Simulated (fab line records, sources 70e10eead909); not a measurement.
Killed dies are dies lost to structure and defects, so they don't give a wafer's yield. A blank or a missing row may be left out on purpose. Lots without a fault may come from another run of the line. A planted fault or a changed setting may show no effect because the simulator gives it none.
Which tool did it? | flow nand_harc | 6 lots, 17 wafers sampled, at 5 steps of a route of 1302

WHAT THE GAUGES READ, wafer by wafer
NHARC_END_SORT_01.
lot  | measured     | on        | killed_at_periphery
L489 | day 24 10:01 | prober-01 | 3 3 0
L504 | day 30 23:10 | prober-01 | 3 3
L506 | day 32 18:06 | prober-01 | 0 2 2

WHICH TOOL RAN EACH LOT (tool, then ch and the chambers of the sampled wafers, then the start)
lot  | NHARC_A_STAIRCASE_STRIP_175          | NHARC_A_STAIRCASE_ETCH_188                    | NHARC_A_STAIRCASE_TRIM_196         | NHARC_A_STAIRCASE_ETCH_199
L489 | plasma_asher-02 ch 0,1, day 15 22:47 | rie_diel-12 ch 1,2, day 16 01:24 or earlier   | rie_diel-05 ch 0,1, day 16 01:24   | rie_diel-05 ch 0,1,2, day 16 01:50
L492 | plasma_asher-01 ch 0,1, day 16 19:29 | rie_diel-04 ch 0,3, day 16 22:07 or earlier   | rie_diel-04 ch 0,1,2, day 16 22:07 | rie_diel-04 ch 0,1,2, day 16 22:30
L496 | plasma_asher-01 ch 0,1, day 19 01:49 | rie_diel-12 ch 0,3, day 19 04:22 or earlier   | rie_diel-12 ch 0,1,2, day 19 04:22 | rie_diel-12 ch 0,1,3, day 19 04:46
L504 | plasma_asher-02 ch 0,1, day 22 16:35 | rie_diel-12 ch 0, day 22 19:20 or earlier     | rie_diel-12 ch 0,3, day 22 19:20   | rie_diel-12 ch 2,3, day 22 19:52
L506 | plasma_asher-02 ch 0,1, day 23 15:47 | rie_diel-12 ch 1,3, day 23 18:17 or earlier   | rie_diel-04 ch 1,3, day 23 18:17   | rie_diel-04 ch 1,2,3, day 23 18:43
L511 | plasma_asher-01 ch 0,1, day 25 02:49 | rie_diel-12 ch 1,2,3, day 25 06:05 or earlier | rie_diel-12 ch 1,2,3, day 25 06:05 | rie_diel-12 ch 1,2,3, day 25 06:31
- NHARC_A_STAIRCASE_STRIP_175: strips in O2.
- NHARC_A_STAIRCASE_ETCH_188: etches the open film in C4F8/O2, target depth 100 nm, time 40.5 s.
- NHARC_A_STAIRCASE_TRIM_196: chemistry O2, time 211.2 s.
- NHARC_A_STAIRCASE_ETCH_199: etches the open film in C4F8/O2, target depth 100 nm, time 40.5 s.

THE ANSWER, worked out from the rows above alone
Rule: what is usual is taken from the lots themselves. Put in order of their means at a reading, lots are off if they are a third of the lots or fewer, leave a main group of 4 or more, and stand apart from it by a gap of 3 or more times the standard deviation of the main group's means; of several such gaps the widest counts. A main group whose means are all the same, to the digits that the tables above print for the reading, isn't used. A lot without any number at a reading at which 4 lots or more have one is off too. The other lots that the step has rows for count as sound.
No lot is off at any reading shown: from this, nothing can be told.

WHAT THE SIMULATOR HAD PUT IN
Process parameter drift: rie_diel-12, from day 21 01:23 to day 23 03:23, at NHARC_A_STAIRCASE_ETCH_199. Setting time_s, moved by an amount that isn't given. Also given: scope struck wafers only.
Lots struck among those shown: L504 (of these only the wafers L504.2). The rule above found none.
